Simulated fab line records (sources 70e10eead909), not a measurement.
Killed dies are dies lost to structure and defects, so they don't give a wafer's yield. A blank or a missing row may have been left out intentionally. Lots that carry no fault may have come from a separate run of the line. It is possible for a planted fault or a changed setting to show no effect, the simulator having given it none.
fab line records + flow nand-harc
[record]
- lots = 5
- wafers = 15
- last-day = 25
route steps=1159 shown THIN_TSV@1113
lots that met no fault: from a run of the same line without faults
start-h: start of the lot's first displayed wafer, in hours after the record's first day + wait-h: time in hours since the lot's previous step + " unchanged from the row above + L1.1+2: a single row standing in for several wafers + - either no value or no given start + * or withheld: withheld + < > ~ a bound
route shown NAME@n: NAME is a module with steps in the file, n the number in the route of the first one + usual: mean/standard deviation taken from wafers without a fault + same: alike in all rows + chamber/n: place in a boat + sites: the reading at each site + _std_site: their standard deviation + _edge_site: outer sites' mean less inner sites' + radius-mm: for every site, how far away it sits from the centre of the wafer + mask NAME#n: copy n + behind: tool/chamber where the wafer was last shaped + hold: reason for holding the lot/hours on hold/outcome of the hold + device: the n, p or np transistor that did not switch + end of line: the same wafers' tests at the end of the route + where a step has no rows: the recipe by itself + killed: the dies lost at the first sort to structure and to defects; this is not the yield of the wafer + map: a wafer's dies, x killed, . not, _ none there
set.NAME: setting as actually run; set.NAME@STEP: the setting as run at that earlier step + model.NAME: the simulator's own value behind a step, which no gauge read
lots at selected steps of the route; one table per step, one row per wafer
services: a tool's chamber out of use, with start hour (start-h, from the record's first day; less than 0 if before it), hours out, and reason
[[steps]]
[step NHARC_THIN_TSV_EXPOSE_09]
[recipe]
- na = 0.55
- dose-mj = 30.7
- mask-id = TSV
[step NHARC_THIN_TSV_PEB_10]
[recipe]
- peb-temp-c = 118
- peb-time-s = 85
[step NHARC_THIN_TSV_DEVELOP_11]
[recipe]
- time-s = 70
[step NHARC_THIN_TSV_CD_MEAS_12]
[recipe]
- target-cd-nm = 1000
- landing-energy-ev = 500
[usual]
- cd-nm = 999.9/1.9
| lot.wafer | tool      | chamber | start-h | wait-h | cd-nm  |
|-----------|-----------|---------|---------|--------|--------|
| L583.1    | cd-sem-01 | 0       | 470.85  | -      | 999.7  |
| L583.2    | "         | 0       | "       | "      | 998.0  |
| L583.5    | "         | 0       | "       | "      | 1001.0 |
| L584.4    | cd-sem-03 | 0       | 479.00  | -      | 1000.0 |
| L584.5    | "         | 0       | "       | "      | 1001.2 |
| L584.6    | "         | 0       | "       | "      | 1002.2 |
| L591.1    | cd-sem-03 | 0       | 519.07  | -      | 1003.3 |
| L591.4    | "         | 0       | "       | "      | 1000.6 |
| L591.6    | "         | 0       | "       | "      | 1000.9 |
| L597.3    | cd-sem-03 | 0       | 543.86  | -      | 1003.0 |
| L597.4    | "         | 0       | "       | "      | 1002.4 |
| L597.6    | "         | 0       | "       | "      | 1002.7 |
| L598.4    | cd-sem-02 | 0       | 555.52  | -      | 998.0  |
| L598.5    | "         | 0       | "       | "      | 1000.7 |
| L598.6    | "         | 0       | "       | "      | 1000.9 |
[step NHARC_THIN_TSV_HARDBAKE_13]
[recipe]
- temp-c = 125
- time-s = 80
[step NHARC_THIN_TSV_DESCUM_14]
[recipe]
- time-s = 3
- o2-flow-sccm = 200
- ar-flow-sccm = 0
- bias-power-w = 0
- chemistry = O2
[usual]
- drypump-motor-current-A = 5.6/0.45
- o2-flow-sccm = 200.0/0.58
- oes-product-au = 0.998/0.0095
- rf-vpp-V = 57.8/0.94
- showerhead-plenum-p-Torr = 1.92/0.058
- throttle-valve-pct = 11.311/0.0097
[same]
- bias-power-w = 0
| lot.wafer | tool        | chamber | start-h | wait-h | drypump-motor-current-A | o2-flow-sccm | oes-product-au | rf-hours-counter-h | rf-vpp-V | showerhead-plenum-p-Torr | throttle-valve-pct |
|-----------|-------------|---------|---------|--------|-------------------------|--------------|----------------|--------------------|----------|--------------------------|--------------------|
| L583.2    | rie-diel-10 | 1       | 471.02  | -      | 5.2                     | 199.9        | 0.993          | 10                 | 58.1     | 1.83                     | 11.319             |
| L583.1    | "           | 2       | "       | "      | 6.5                     | 200.2        | 1.007          | 11                 | 57.7     | 1.94                     | 11.315             |
| L583.5    | "           | 1       | "       | "      | 5.2                     | 199.8        | 0.984          | -                  | 56.3     | 1.83                     | 11.308             |
| L584.6    | rie-diel-11 | 1       | 479.19  | -      | 5.3                     | 200.9        | 0.978          | -                  | 58.3     | 1.94                     | 11.308             |
| L584.4    | "           | 2       | "       | "      | 5.0                     | 199.8        | 1.009          | -                  | 57.9     | 1.93                     | 11.316             |
| L584.5    | "           | 3       | "       | "      | 5.6                     | 200.4        | 0.997          | -                  | 57.6     | 1.84                     | 11.308             |
| L591.1    | rie-diel-02 | 2       | 519.23  | -      | 5.1                     | 200.7        | 1.007          | 1                  | 59.6     | 1.93                     | 11.307             |
| L591.4    | "           | 0       | "       | "      | 6.0                     | 199.4        | 1.001          | 1                  | 58.5     | 2.02                     | 11.317             |
| L591.6    | "           | 3       | "       | "      | 5.5                     | 200.7        | 0.998          | -                  | 56.9     | 1.97                     | 11.298             |
| L597.3    | rie-diel-02 | 0       | 544.08  | -      | 6.0                     | 199.9        | 0.989          | 2                  | 59.0     | 2.02                     | 11.311             |
| L597.4    | "           | 1       | "       | "      | 6.3                     | 199.8        | 0.992          | 3                  | 56.6     | 1.94                     | 11.310             |
| L597.6    | "           | 3       | "       | "      | 5.5                     | 199.7        | 0.991          | -                  | 56.7     | 1.97                     | 11.298             |
| L598.4    | rie-diel-11 | 1       | 555.69  | -      | 5.3                     | 199.0        | 0.987          | 0                  | 56.8     | 1.94                     | 11.326             |
| L598.5    | "           | 2       | "       | "      | 5.0                     | 199.8        | 1.017          | -                  | 56.4     | 1.93                     | 11.310             |
| L598.6    | "           | 3       | "       | "      | 5.7                     | 200.3        | 1.010          | -                  | 57.4     | 1.84                     | 11.300             |
[step NHARC_THIN_TSV_ETCH_44]
[recipe]
- target-depth-a = 15942
- time-s = 797.1
- cf4-flow-sccm = 150
- o2-flow-sccm = 10
- ar-flow-sccm = 0
- rf-w = 300
- bias-w = 800
- chemistry = CF4/O2
[usual]
- drypump-motor-current-A = 5.6/0.48
- o2-flow-sccm = 10.00/0.034
- oes-product-au = 0.997/0.01
- rf-vpp-V = 795/3.3
- showerhead-plenum-p-Torr = 1.84/0.051
- throttle-valve-pct = 16.916/0.0094
| lot.wafer | tool        | chamber | start-h | wait-h | drypump-motor-current-A | o2-flow-sccm | oes-product-au | rf-hours-counter-h | rf-vpp-V | showerhead-plenum-p-Torr | throttle-valve-pct |
|-----------|-------------|---------|---------|--------|-------------------------|--------------|----------------|--------------------|----------|--------------------------|--------------------|
| L583.1    | rie-diel-10 | 3       | 471.09  | 0.1    | 5.6                     | 10.00        | 0.987          | 11                 | 793      | 1.81                     | 16.908             |
| L583.2    | "           | 0       | "       | "      | 5.6                     | 10.03        | 1.000          | 11                 | 792      | 1.81                     | 16.910             |
| L583.5    | "           | 3       | "       | "      | 5.6                     | 10.04        | 0.994          | -                  | 793      | 1.81                     | 16.917             |
| L584.4    | rie-diel-11 | 1       | 479.49  | 0.3    | 5.3                     | 10.03        | 0.991          | -                  | 797      | 1.86                     | 16.928             |
| L584.6    | "           | 2       | "       | "      | 5.0                     | 10.01        | 1.011          | -                  | 796      | 1.84                     | 16.894             |
| L584.5    | "           | 3       | "       | "      | 5.6                     | 10.02        | 1.007          | -                  | 789      | 1.77                     | 16.927             |
| L591.1    | rie-diel-02 | 2       | 519.37  | 0.1    | 5.2                     | 10.08        | 1.011          | 1                  | 796      | 1.85                     | 16.905             |
| L591.4    | "           | 0       | "       | "      | 5.9                     | 9.96         | 0.997          | 1                  | 800      | 1.93                     | 16.911             |
| L591.6    | "           | 2       | "       | "      | 5.2                     | 10.05        | 1.004          | -                  | 795      | 1.85                     | 16.937             |
| L597.4    | rie-diel-02 | 2       | 544.15  | 0.1    | 5.1                     | 9.96         | 1.010          | 3                  | 796      | 1.85                     | 16.914             |
| L597.3    | "           | 0       | "       | "      | 6.0                     | 10.04        | 0.992          | 2                  | 800      | 1.93                     | 16.934             |
| L597.6    | "           | 2       | "       | "      | 5.1                     | 9.92         | 1.007          | -                  | 795      | 1.85                     | 16.909             |
| L598.4    | rie-diel-11 | 2       | 555.92  | 0.2    | 5.0                     | 10.01        | 1.000          | 0                  | 796      | 1.84                     | 16.906             |
| L598.6    | "           | 3       | "       | "      | 5.6                     | 10.00        | 1.017          | -                  | 790      | 1.77                     | 16.917             |
| L598.5    | "           | 0       | "       | "      | 5.7                     | 9.93         | 0.981          | -                  | 788      | 1.75                     | 16.917             |
[step NHARC_THIN_TSV_ETCH_15]
[recipe]
- target-depth-a = 30000
- bosch-target-overetch-cycles = 2
- bosch-etch-step-s = 2.8
- bosch-dep-step-s = 1.2
- bosch-cycles = 14
[usual]
- drypump-motor-current-A = 5.5/0.34
| lot.wafer | tool      | chamber | start-h | wait-h | drypump-motor-current-A | rf-hours-counter-h |
|-----------|-----------|---------|---------|--------|-------------------------|--------------------|
| L583.1    | rie-si-04 | 2       | 471.68  | -      | 5.1                     | 0.1                |
| L583.2    | "         | 0       | "       | "      | 6.0                     | 0.1                |
| L583.5    | "         | 1       | "       | "      | 5.4                     | -                  |
| L584.4    | rie-si-04 | 2       | 479.97  | -      | 5.1                     | 0.2                |
| L584.6    | "         | 0       | "       | "      | 6.0                     | -                  |
| L584.5    | "         | 1       | "       | "      | 5.5                     | -                  |
| L591.4    | rie-si-03 | 0       | 519.90  | -      | 6.1                     | 0.0                |
| L591.1    | "         | 1       | "       | "      | 5.3                     | 0.0                |
| L591.6    | "         | 0       | "       | "      | 6.1                     | -                  |
| L597.3    | rie-si-03 | 3       | 544.74  | -      | 5.5                     | 0.2                |
| L597.4    | "         | 2       | "       | "      | 5.4                     | 0.2                |
| L597.6    | "         | 3       | "       | "      | 5.5                     | -                  |
| L598.4    | rie-si-03 | 3       | 556.33  | -      | 5.5                     | 0.4                |
| L598.5    | "         | 2       | "       | "      | 5.4                     | -                  |
| L598.6    | "         | 3       | "       | "      | 5.5                     | -                  |
[step NHARC_THIN_TSV_CD_MEAS_16]
[usual]
- cd-nm = 1000.0/1.9
| lot.wafer | tool      | chamber | start-h | wait-h | cd-nm  |
|-----------|-----------|---------|---------|--------|--------|
| L583.1    | cd-sem-02 | -       | 471.81  | 0.1    | 999.0  |
| L583.2    | "         | -       | "       | "      | 999.2  |
| L583.5    | "         | -       | "       | "      | 1001.1 |
| L584.4    | cd-sem-01 | -       | 480.11  | 0.1    | 1000.1 |
| L584.5    | "         | -       | "       | "      | 1002.0 |
| L584.6    | "         | -       | "       | "      | 1003.2 |
| L591.1    | cd-sem-03 | -       | 520.03  | 0.1    | 1002.1 |
| L591.4    | "         | -       | "       | "      | 1000.9 |
| L591.6    | "         | -       | "       | "      | 999.5  |
| L597.3    | cd-sem-03 | -       | 544.88  | 0.1    | 1003.7 |
| L597.4    | "         | -       | "       | "      | 1002.3 |
| L597.6    | "         | -       | "       | "      | 1002.1 |
| L598.4    | cd-sem-03 | -       | 556.47  | 0.1    | 999.0  |
| L598.5    | "         | -       | "       | "      | 1000.7 |
| L598.6    | "         | -       | "       | "      | 1001.4 |
[step NHARC_THIN_TSV_STRIP_45]
[recipe]
- power-w = 1500
- temp-c = 250
- chemistry = O2
[step NHARC_THIN_TSV_STRIP_46]
[recipe]
- time-s = 1200
- temp-c = 72.5
- chemistry = post-etch-residue-remover
[step NHARC_THIN_TSV_DEP_47]
[recipe]
- target-thk-a = 2000
- temp-c = withheld
- pressure-torr = 6.5
- rf-w = 900
- teos-flow-sccm = 161.4
- flow-sccm = 2650
- target-thk-nm = 200
- gas = O2
- material = SiO2
[usual]
- chamber-pressure-Torr = 6.501/0.015
- flow-sccm = 2650/8
- mfc-precursor-sccm = 161.4/0.46
- throttle-valve-pct = 15.6/0.53
| lot.wafer | tool     | chamber | start-h | wait-h | chamber-pressure-Torr | flow-sccm | mfc-precursor-sccm | throttle-valve-pct |
|-----------|----------|---------|---------|--------|-----------------------|-----------|--------------------|--------------------|
| L583.1    | pecvd-03 | 1       | 472.74  | -      | 6.500                 | 2654      | 161.4              | 16.0               |
| L583.2    | "        | 2       | "       | "      | 6.490                 | 2657      | 161.9              | 16.1               |
| L583.5    | "        | 1       | "       | "      | 6.488                 | 2660      | 161.9              | 16.3               |
| L584.5    | pecvd-02 | 0       | 481.12  | -      | 6.484                 | 2643      | 161.6              | 15.1               |
| L584.4    | "        | 1       | "       | "      | 6.503                 | 2643      | 161.2              | 15.5               |
| L584.6    | "        | 2       | "       | "      | 6.509                 | 2649      | 160.7              | 15.3               |
| L591.1    | pecvd-03 | 2       | 521.02  | -      | 6.515                 | 2646      | 161.6              | 15.8               |
| L591.6    | "        | 0       | "       | "      | 6.490                 | 2650      | 161.0              | 16.0               |
| L591.4    | "        | 1       | "       | "      | 6.516                 | 2659      | 161.6              | 15.0               |
| L597.3    | pecvd-01 | 1       | 545.80  | -      | 6.488                 | 2659      | 161.3              | 15.0               |
| L597.4    | "        | 0       | "       | "      | 6.476                 | 2658      | 160.8              | 16.6               |
| L597.6    | "        | 2       | "       | "      | 6.519                 | 2648      | 161.3              | 16.9               |
| L598.5    | pecvd-03 | 0       | 557.48  | -      | 6.497                 | 2663      | 161.2              | 16.1               |
| L598.6    | "        | 1       | "       | "      | 6.489                 | 2656      | 161.8              | 15.1               |
| L598.4    | "        | 2       | "       | "      | 6.523                 | 2662      | 160.7              | 15.6               |
[step NHARC_THIN_TSV_ETCHBACK_48]
[recipe]
- target-depth-a = 10285
- over-etch-frac = 0.3
- time-s = 405.17
- ion-energy-ev = 250
- c4f8-flow-sccm = withheld
- ar-flow-sccm = withheld
- rf-w = 600
- bias-w = 300
- chemistry = C4F8/Ar
[usual]
- oes-product-au = 0.95/0.032
- rf-vpp-V = 546.8/2.2
- run-length-s = 426.5/0.54
| lot.wafer | tool        | chamber | start-h | wait-h | oes-product-au | rf-hours-counter-h | rf-vpp-V | run-length-s |
|-----------|-------------|---------|---------|--------|----------------|--------------------|----------|--------------|
| L583.1    | rie-diel-02 | 1       | 473.12  | -      | 0.91           | 8                  | 547.7    | 426.4        |
| L583.2    | "           | 2       | "       | "      | 0.92           | 11                 | 548.3    | 426.3        |
| L583.5    | "           | 0       | "       | "      | 0.92           | -                  | 550.8    | 425.6        |
| L584.4    | rie-diel-10 | 3       | 481.45  | -      | 1.00           | 13                 | 545.2    | 327.9        |
| L584.5    | "           | 1       | "       | "      | 0.99           | -                  | 544.3    | 427.2        |
| L584.6    | "           | 2       | "       | "      | 0.99           | -                  | 546.7    | 426.8        |
| L591.4    | rie-diel-02 | 1       | 521.33  | -      | 0.97           | 1                  | 548.2    | 426.6        |
| L591.1    | "           | 0       | "       | "      | 0.97           | 1                  | 550.7    | 425.9        |
| L591.6    | "           | 1       | "       | "      | 0.97           | -                  | 549.9    | 426.1        |
| L597.4    | rie-diel-02 | 3       | 546.19  | -      | 0.95           | 4                  | 548.4    | 425.8        |
| L597.3    | "           | 1       | "       | "      | 0.97           | 3                  | 547.0    | 426.1        |
| L597.6    | "           | 3       | "       | "      | 0.96           | -                  | 549.0    | 425.9        |
| L598.5    | rie-diel-10 | 1       | 557.89  | -      | 0.99           | -                  | 545.4    | 427.1        |
| L598.6    | "           | 2       | "       | "      | 1.00           | -                  | 548.3    | 426.7        |
| L598.4    | "           | 0       | "       | "      | 1.00           | -                  | 544.7    | 426.8        |
[step NHARC_THIN_TSV_STRIP_62]
[recipe]
- power-w = 1500
- temp-c = 250
- time-s = 20
- chemistry = N2/H2
[usual]
- drypump-motor-current-A = 5.9/0.33
- heater-power-w = 328/22
| lot.wafer | tool            | chamber | start-h | wait-h | drypump-motor-current-A | heater-power-w | rf-hours-counter-h |
|-----------|-----------------|---------|---------|--------|-------------------------|----------------|--------------------|
| L583.1    | plasma-asher-02 | 1       | 473.55  | -      | 6.0                     | 343            | 30                 |
| L583.2    | "               | 0       | "       | "      | 5.4                     | 289            | 30                 |
| L583.5    | "               | 1       | "       | "      | 6.0                     | 335            | -                  |
| L584.4    | plasma-asher-01 | 1       | 481.85  | -      | 5.9                     | 337            | -                  |
| L584.6    | "               | 0       | "       | "      | 6.4                     | 352            | -                  |
| L584.5    | "               | 1       | "       | "      | 5.9                     | 324            | -                  |
| L591.1    | plasma-asher-01 | 1       | 521.69  | -      | 5.9                     | 333            | 19                 |
| L591.4    | "               | 1       | "       | "      | 5.9                     | 319            | -                  |
| L591.6    | "               | 1       | "       | "      | 5.9                     | 330            | -                  |
| L597.4    | plasma-asher-01 | 1       | 546.60  | -      | 5.9                     | 328            | -                  |
| L597.3    | "               | 0       | "       | "      | 6.4                     | 348            | -                  |
| L597.6    | "               | 1       | "       | "      | 5.9                     | 324            | -                  |
| L598.4    | plasma-asher-01 | 1       | 558.25  | -      | 5.9                     | 322            | -                  |
| L598.6    | "               | 0       | "       | "      | 6.4                     | 349            | -                  |
| L598.5    | "               | 1       | "       | "      | 5.9                     | 326            | -                  |
[[services]]
| tool            | chamber | start-h | hours | kind   |
|-----------------|---------|---------|-------|--------|
| rie-diel-10     | 1       | 447.99  | 3.9   | repair |
| pecvd-02        | -       | 451.10  | 0.7   | repair |
| rie-si-03       | -       | 451.82  | 0.4   | repair |
| rie-diel-11     | 1       | 452.84  | 6.7   | repair |
| rie-si-04       | -       | 453.00  | 9.0   | pm     |
| plasma-asher-01 | -       | 453.60  | 9.0   | pm     |
| rie-diel-02     | 3       | 454.41  | 52.1  | repair |
| pecvd-03        | -       | 473.12  | 13.0  | pm     |
| rie-diel-11     | 0       | 475.74  | 9.3   | repair |
| pecvd-02        | -       | 478.03  | 1.2   | repair |
| rie-diel-11     | 0       | 490.49  | 16.6  | repair |
| rie-si-03       | 3       | 498.31  | 3.9   | repair |
| rie-diel-02     | 2       | 499.09  | 5.0   | repair |
| rie-diel-02     | -       | 504.70  | 9.0   | pm     |
| pecvd-01        | -       | 507.27  | 0.5   | repair |
| rie-si-03       | -       | 509.00  | 9.0   | pm     |
| pecvd-02        | -       | 515.49  | 13.0  | pm     |
| rie-si-04       | -       | 523.11  | 2.0   | repair |
| rie-si-03       | 0       | 537.94  | 1.4   | repair |
| rie-diel-10     | -       | 543.32  | 9.0   | pm     |
| rie-diel-11     | 2       | 543.43  | 4.8   | repair |
| rie-diel-11     | -       | 543.50  | 9.0   | pm     |
| plasma-asher-02 | -       | 547.92  | 8.2   | repair |
| plasma-asher-02 | -       | 556.91  | 9.0   | pm     |
[[key]]
[first-sign]
- step = NHARC_THIN_TSV_ETCHBACK_48
- reading = run-length-s
- direction = down
- sigmas = 99+
- usual = *
- struck = *
effect none on later readings
met-at NHARC_THIN_TSV_ETCHBACK_48
struck-wafers L584.4
later-rows-left-out L584.4
sort-left-out L584.4
[fault]
- kind = process-parameter-drift
- tool = rie-diel-10
- chamber = -
- onset-h = 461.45
- steps = NHARC_THIN_TSV_ETCHBACK_48
- channel = time-s
- offset = *
- shape = step
- end-h = 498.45
- scope = struck-wafers-only
- acts-in = *
- stated = *
// sort-left-out: the simulated sort isn't trusted on such a fault, so these wafers' sort isn't shown, and their yield isn't known
// later-rows-left-out: the simulator's readings of these wafers behind a module that went badly wrong aren't trusted and aren't shown, but for the sort
